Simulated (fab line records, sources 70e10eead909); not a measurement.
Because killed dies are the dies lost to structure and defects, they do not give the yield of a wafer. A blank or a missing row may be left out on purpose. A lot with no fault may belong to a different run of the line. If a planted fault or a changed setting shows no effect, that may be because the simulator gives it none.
Chamber matching | flow nand-harc | NHARC_A_BLC_ETCH_16 on rie-diel-04 has 4 sister chambers
The step etches the open film in CF4, target depth 39 nm, time 65 s. 8 wafers are shown with their chamber, then 10 later ones without.

## EACH WAFER AND ITS CHAMBER
wafer  | chamber | showerhead-plenum-p-Torr (Torr) | drypump-motor-current-A (A)
L870.2 | 3       | 1.68                            | 6.0
L873.4 | 2       | 1.87                            | 5.9
L876.1 | 1       | 1.79                            | 5.2
L876.2 | 3       | 1.68                            | 6.0
L876.6 | 0       | 1.65                            | 4.8
L877.1 | 0       | 1.65                            | 4.9
L877.3 | 1       | 1.79                            | 5.2
L877.4 | 2       | 1.86                            | 5.9

## WAFERS WITHOUT THEIR CHAMBER
wafer  | showerhead-plenum-p-Torr (Torr) | drypump-motor-current-A (A)
L878.1 | 1.86                            | 5.9
L878.2 | 1.79                            | 5.2
L878.3 | 1.68                            | 6.0
L882.2 | 1.65                            | 4.8
L882.4 | 1.86                            | 5.9
L882.6 | 1.86                            | 5.9
L890.4 | 1.68                            | 6.0
L890.6 | 1.68                            | 6.0
L888.1 | 1.79                            | 5.2
L889.3 | 1.79                            | 5.2

## WHICH CHAMBER EACH ONE RAN IN
wafer  | from the rows above | in truth
L878.1 | 2                   | 2
L878.2 | 1                   | 1
L878.3 | 3                   | 3
L882.2 | 0                   | 0
L882.4 | 2                   | 2
L882.6 | 2                   | 2
L890.4 | 3                   | 3
L890.6 | 3                   | 3
L888.1 | 1                   | 1
L889.3 | 1                   | 1
Correct placement for 10 of the 10. Can't be placed from these rows: 0. Wrongly placed: 0.
How it was worked out, from the rows above alone: a wafer's distance from a chamber is the root of the sum, over the readings, of the square of ((its reading less the chamber's mean) divided by the reading's scatter). The wafer belongs to the nearest chamber; if the next one is less than 2 further off, it can't be placed. Each chamber's mean is taken over the wafers shown for it. The scatter: the root of (the sum of the squares of (reading less its chamber's mean) over the shown wafers, divided by (wafers less chambers)).
